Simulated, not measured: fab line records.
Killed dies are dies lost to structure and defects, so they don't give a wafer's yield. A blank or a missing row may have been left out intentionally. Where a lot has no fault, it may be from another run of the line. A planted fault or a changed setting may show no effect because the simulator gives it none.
Which tool is to blame? ; flow n5 finfet ; 72 wafers sampled from 24 lots at 1 step of a route of 1938

== WHAT THE GAUGES SHOWED, per wafer ==
N5_BEOL_M0_RS_MEAS_126: a four-point-probe measurement.
lot;measured;on;M0_RS (ohm/sq)
L074;day 5 21:44;film metro-01;0.542 0.521 0.537
L075;day 6 10:51;film metro-01;0.569 0.548 0.517
L076;day 6 16:07;film metro-02;0.528 0.552 0.528
L077;day 6 20:14;film metro-02;0.514 0.502 0.510
L078;day 7 02:22;film metro-02;0.539 0.533 0.531
L079;day 7 03:43;film metro-02;0.512 0.518 0.536
L080;day 7 13:22;film metro-02;0.540 0.528 0.540
L081;day 7 15:04;film metro-02;0.495 0.501 0.524
L082;day 7 21:09;film metro-02;0.533 0.497 0.513
L083;day 8 01:50;film metro-02;0.521 0.527 0.530
L084;day 8 09:44;film metro-02;0.507 0.484 0.523
L085;day 8 18:41;film metro-02;0.531 0.516 0.519
L086;day 9 00:32;film metro-02;0.546 0.514 0.543
L087;day 9 07:53;film metro-02;0.521 0.501 0.498
L088;day 9 15:51;film metro-02;0.548 0.526 0.508
L090;day 10 00:53;film metro-01;0.532 0.533 0.531
L089;day 10 01:30;film metro-02;0.535 0.523 0.495
L091;day 10 08:59;film metro-02;0.542 0.543 0.536
L092;day 10 11:59;film metro-02;0.511 0.511 0.506
L093;day 10 13:59;film metro-01;0.550 0.500 0.505
L094;day 10 23:39;film metro-01;0.533 0.501 0.510
L095;day 11 07:35;film metro-01;0.517 0.508 0.516
L096;day 11 08:56;film metro-01;0.497 0.487 0.492
L097;day 11 17:00;film metro-02;0.531 0.524 0.514

== EACH LOT AND THE TOOL THAT RAN IT (in order: tool; ch and the chambers of the sampled wafers; start) ==
No process step before these readings appears in the record.

== WHAT THE TOOLS THEMSELVES READ (means of the sampled wafers that have a number; where no wafer has one, the mark that the record gives instead) ==
The record holds no such reading with a usual standard deviation.

== THE ANSWER, worked out from the rows above alone ==
Rule: what is usual is taken from the lots themselves. The widest of any qualifying gaps counts: lots, ordered by their means at a reading, are off when they make up no more than a third of the lots, leave a main group of 4 or more, and stand apart from it by 3 or more times the standard deviation of that group's means. Not used: any main group whose means are identical at the precision the tables above print for the reading. A lot without any number at a reading at which 4 lots or more have one is off too. The other lots that the step has rows for count as sound. The gauges are gone through in route order, then the tools' own readings, and for those a lot's mean is taken as printed above. At the first step where some lot is off, the reading lying furthest off is the one used; lots without a number count as furthest.
Nothing can be told from this: no lot is off at any reading shown.

== WHAT THE SIMULATOR PUT IN ==
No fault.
